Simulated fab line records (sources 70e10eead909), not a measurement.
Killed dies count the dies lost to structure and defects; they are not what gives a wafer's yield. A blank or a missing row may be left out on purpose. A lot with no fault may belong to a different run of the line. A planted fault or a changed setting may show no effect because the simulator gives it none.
What tool caused it?    flow nand harc    11 lots with 33 wafers sampled at 6 steps, on a route of 1159 steps

WHAT THE GAUGES READ, wafer by wafer
NHARC_A_BONDPAD_CD_MEAS_09: the cd target is 500 nm. Usual: cd nm reads 499.8 nm (standard deviation 1.3).
lot   measured      on         cd nm (nm)                           flag
L434  day 18 08:58  cd sem-03  499.8 499.4 498.7                    
L435  day 18 10:02  cd sem-01  498.2 498.6 499.8                    
L438  day 18 21:29  cd sem-03  500.4 500.6 500.4                    
L441  day 19 12:35  cd sem-01  499.3 500.5 500.0                    
L442  day 20 09:35  cd sem-01  489.4 487.7 488.7 490.0 488.0 488.8  OFF
L444  day 20 13:51  cd sem-01  491.1 491.7 491.8 490.7 491.3 491.9  OFF
L448  day 21 05:01  cd sem-03  491.8 489.9 491.0 492.1 490.4 491.3  OFF
L452  day 22 14:44  cd sem-03  501.2 501.3 499.4                    
L453  day 23 02:41  cd sem-03  500.0 499.1 500.7                    
L456  day 23 03:50  cd sem-02  498.8 497.8 500.6                    
L457  day 23 12:20  cd sem-01  497.9 499.0 499.3                    

NHARC_END_SORT_01. Usual: defect limited yield 95.4 %, standard deviation 1.6; killed at array 27, standard deviation 11; killed at other 0.8, standard deviation 1.4; killed at periphery 3.3, standard deviation 2; killed dies 31, standard deviation 11; killed open 3.4, standard deviation 1.8; killed short 2.1, standard deviation 1.3; sort_bin_2_pct 1.4 %, standard deviation 0.7; sort_bin_3_pct 0.24 %, standard deviation 0.21; sort_bin_4_pct 2.9 %, standard deviation 1; sort n pass 646, standard deviation 11; sort rim yield pct 95.4 %, standard deviation 2.8; sort yield pct 95.4 %, standard deviation 1.6.
lot   measured      on         defect limited yield (%)  killed at array  killed at other  killed at periphery  killed dies  killed open  killed short  sort_bin_2_pct (%)  sort_bin_3_pct (%)  sort_bin_4_pct (%)  sort n pass  sort rim yield pct (%)  sort yield pct (%)  flag
L442  day 22 00:04  prober-02  97.2 97.9 97.0            15 10 15         0 1 0            4 3 5                19 14 20     1 4 2        4 2 2         1.2 0.4 1.0         0.30 0 0            1.3 1.6 1.9         658 663 657  96.2 98.1 94.3          97.2 97.9 97.0      
L444  day 22 08:28  prober-02  95.9 96.2 95.7            23 20 25         0 0 0            5 6 4                28 26 29     3 4 4        3 1 0         1.2 1.0 1.2         0.59 0.30 0         2.4 2.5 3.1         649 651 648  92.5 98.1 98.1          95.9 96.2 95.7      
L448  day 22 14:23  prober-01  93.2                      43               0                3                    46           5            4             2.4                 0.30                4.1                 631          95.3                    93.2                
L453  day 24 08:07  prober-02  94.4 93.6 93.4            34 39 40         3 1 1            1 3 4                38 43 45     5 6 8        2 4 1         0.9 2.2 2.2         0.59 0.44 0         4.1 3.7 4.4         639 634 632  91.5 93.4 96.2          94.4 93.6 93.4      

TOOL THAT RAN EACH LOT (tool first, then ch and the chambers of the sampled wafers, then the start)
lot   NHARC_A_M1_ETCH_28                             NHARC_A_M1_PVD_20                        NHARC_A_BONDPAD_EXPOSE_06          NHARC_A_BONDPAD_DEGAS_25
L434  rie diel-02 ch 0,1,2, day 18 08:49 or earlier  pvd sputter-03, day 18 08:49 or earlier  krf scanner-03 ch 0, day 18 08:49  pvd sputter-01, day 18 10:07
L435  rie diel-02 ch 2,3, day 18 09:52 or earlier    pvd sputter-01, day 18 09:52 or earlier  krf scanner-02 ch 0, day 18 09:52  pvd sputter-03, day 18 11:17
L438  rie diel-10 ch 0,2,3, day 18 21:20 or earlier  pvd sputter-03, day 18 21:20 or earlier  krf scanner-03 ch 0, day 18 21:20  pvd sputter-01, day 18 22:38
L441  rie diel-10 ch 1,2, day 19 12:26 or earlier    pvd sputter-02, day 19 12:26 or earlier  krf scanner-04 ch 0, day 19 12:26  pvd sputter-02, day 19 13:46
L442  rie diel-02 ch 1,2,3, day 20 09:27 or earlier  pvd sputter-02, day 20 09:27 or earlier  krf scanner-03 ch 0, day 20 09:27  pvd sputter-01, day 20 23:25
L444  rie diel-10 ch 0,1, day 20 13:42 or earlier    pvd sputter-01, day 20 13:42 or earlier  krf scanner-03 ch 0, day 20 13:42  pvd sputter-01, day 21 05:04
L448  rie diel-02 ch 0,2,3, day 21 04:52 or earlier  pvd sputter-03, day 21 04:52 or earlier  krf scanner-03 ch 0, day 21 04:52  pvd sputter-02, day 21 09:00
L452  rie diel-10 ch 0,1,3, day 22 14:35 or earlier  pvd sputter-03, day 22 14:35 or earlier  krf scanner-02 ch 0, day 22 14:35  pvd sputter-03, day 22 15:56
L453  rie diel-10 ch 0,1,2, day 23 02:32 or earlier  pvd sputter-01, day 23 02:32 or earlier  krf scanner-04 ch 0, day 23 02:32  pvd sputter-02, day 23 03:51
L456  rie diel-02 ch 1,3, day 23 03:41 or earlier    pvd sputter-01, day 23 03:41 or earlier  krf scanner-04 ch 0, day 23 03:41  pvd sputter-02, day 23 04:59
L457  rie diel-05 ch 0,1,3, day 23 12:11 or earlier  pvd sputter-02, day 23 12:11 or earlier  krf scanner-04 ch 0, day 23 12:11  pvd sputter-01, day 23 13:33
- NHARC_A_M1_ETCH_28: etches the open film in CF4/N2, target depth 30 nm, time 72.99 s.
- NHARC_A_M1_PVD_20: deposits TaN, target thk 5 nm, time 8.06 s.
- NHARC_A_BONDPAD_EXPOSE_06: exposes mask A BPAD.
- NHARC_A_BONDPAD_DEGAS_25: time 60 s.

WHAT THE TOOLS THEMSELVES READ (means of the sampled wafers that have a number; where no wafer has one, the mark that the record gives instead)
NHARC_A_M1_ETCH_28. Usual: drypump motor current A 5.5 A, standard deviation 0.43; oes product au 1.001 a.u., standard deviation 0.0071; rf vpp V 313.5 V, standard deviation 1.9; showerhead plenum p Torr 2.58 Torr, standard deviation 0.11; throttle valve pct 19.793 %, standard deviation 0.0087.
lot   tool         drypump motor current A (A)  oes product au (a.u.)  rf vpp V (V)  showerhead plenum p Torr (Torr)  throttle valve pct (%)  flag
L434  rie diel-02  5.7                          1.006                  315.1         2.64                             19.788                  
L435  rie diel-02  5.4                          1.002                  312.4         2.55                             19.798                  
L438  rie diel-10  5.5                          0.996                  312.7         2.54                             19.787                  
L441  rie diel-10  5.1                          1.005                  310.5         2.48                             19.792                  
L442  rie diel-02  5.6                          1.000                  313.8         2.59                             19.801                  
L444  rie diel-10  5.0                          0.998                  312.8         2.55                             19.798                  
L448  rie diel-02  5.6                          1.003                  313.7         2.59                             19.806                  
L452  rie diel-10  5.2                          1.001                  312.7         2.54                             19.791                  
L453  rie diel-10  5.3                          0.999                  313.1         2.54                             19.786                  
L456  rie diel-02  5.4                          1.000                  312.7         2.57                             19.789                  
L457  rie diel-05  5.9                          0.996                  314.4         2.64                             19.799                  

NHARC_A_M1_PVD_20. Usual: substrate temp c 49.99 C, standard deviation 0.099; throttle valve pct 30.0 %, standard deviation 0.77.
lot   tool            substrate temp c (C)  throttle valve pct (%)  flag
L434  pvd sputter-03  49.94                 30.8                    
L435  pvd sputter-01  50.01                 29.5                    
L438  pvd sputter-03  50.01                 29.6                    
L441  pvd sputter-02  50.06                 29.7                    
L442  pvd sputter-02  50.06                 30.1                    
L444  pvd sputter-01  50.00                 29.4                    
L448  pvd sputter-03  50.03                 30.6                    
L452  pvd sputter-03  50.03                 30.4                    
L453  pvd sputter-01  49.87                 30.8                    
L456  pvd sputter-01  49.95                 30.0                    
L457  pvd sputter-02  49.94                 29.9                    

NHARC_A_BONDPAD_EXPOSE_06. Usual: exposure dose mJ cm2 reads 36.99 (standard deviation 0.034).
lot   tool            exposure dose mJ cm2  flag
L434  krf scanner-03  36.98                 
L435  krf scanner-02  36.97                 
L438  krf scanner-03  37.02                 
L441  krf scanner-04  37.03                 
L442  krf scanner-03  24.27                 OFF
L444  krf scanner-03  26.83                 OFF
L448  krf scanner-03  28.01                 OFF
L452  krf scanner-02  36.97                 
L453  krf scanner-04  36.99                 
L456  krf scanner-04  37.03                 
L457  krf scanner-04  36.98                 

NHARC_A_BONDPAD_DEGAS_25. Usual: heater power w reads 482 W (standard deviation 34).
lot   tool            heater power w (W)  flag
L434  pvd sputter-01  483                 
L435  pvd sputter-03  467                 
L438  pvd sputter-01  461                 
L441  pvd sputter-02  466                 
L442  pvd sputter-01  487                 
L444  pvd sputter-01  454                 
L448  pvd sputter-02  527                 
L452  pvd sputter-03  504                 
L453  pvd sputter-02  516                 
L456  pvd sputter-02  527                 
L457  pvd sputter-01  484                 

THE ANSWER, worked out from the rows above alone
Rule: lot off if the mean of its wafers having a number is beyond 3 standard deviations from the usual mean. Also off: a lot with no number at a reading for which 4 or more lots have one. Where the step has rows for the other lots, those lots are counted as sound. First the gauges in route order, then the tools' own readings, where a lot's mean is used as printed above. At the first step where some lot is off, the reading lying furthest off is the one used; lots without a number count as furthest.
Off: L442, L444, L448 (NHARC_A_BONDPAD_CD_MEAS_09, cd nm).
If a tool, at a process step before that reading, ran all the lots that are off and no sound lot after the first of them, it fits. The gauges at NHARC_A_BONDPAD_CD_MEAS_09 aren't tried: what is off there is off at NHARC_A_BONDPAD_EXPOSE_06 too, on other tools, and a gauge's error can't cause that. Because NHARC_A_M1_ETCH_28 lacks a start for some lots, the hours and order of its lots are taken from NHARC_A_BONDPAD_EXPOSE_06. Because NHARC_A_M1_PVD_20 lacks a start for some lots, the hours and order of its lots are taken from NHARC_A_BONDPAD_EXPOSE_06. One fits: krf scanner-03 at NHARC_A_BONDPAD_EXPOSE_06. Its last sound lot is L438 (day 18 21:20), its first lot that is off L442 (day 20 09:27): a fault that began between those two fits.
On the lots that are off, the tool's own readings at NHARC_A_BONDPAD_EXPOSE_06 differ by more than 5 times the standard deviation of the sound lots' means, which bears it out; exposure dose mJ cm2 reads 26.37 there versus 37.00 on the sound lots.

WHAT THE SIMULATOR HAD INSERTED
Process parameter drift: krf scanner-03, from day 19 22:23 on, at NHARC_A_BONDPAD_EXPOSE_06. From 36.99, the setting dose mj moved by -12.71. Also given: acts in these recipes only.
Struck lots among those shown: L442, L444, L448. Same finding as the rule above.
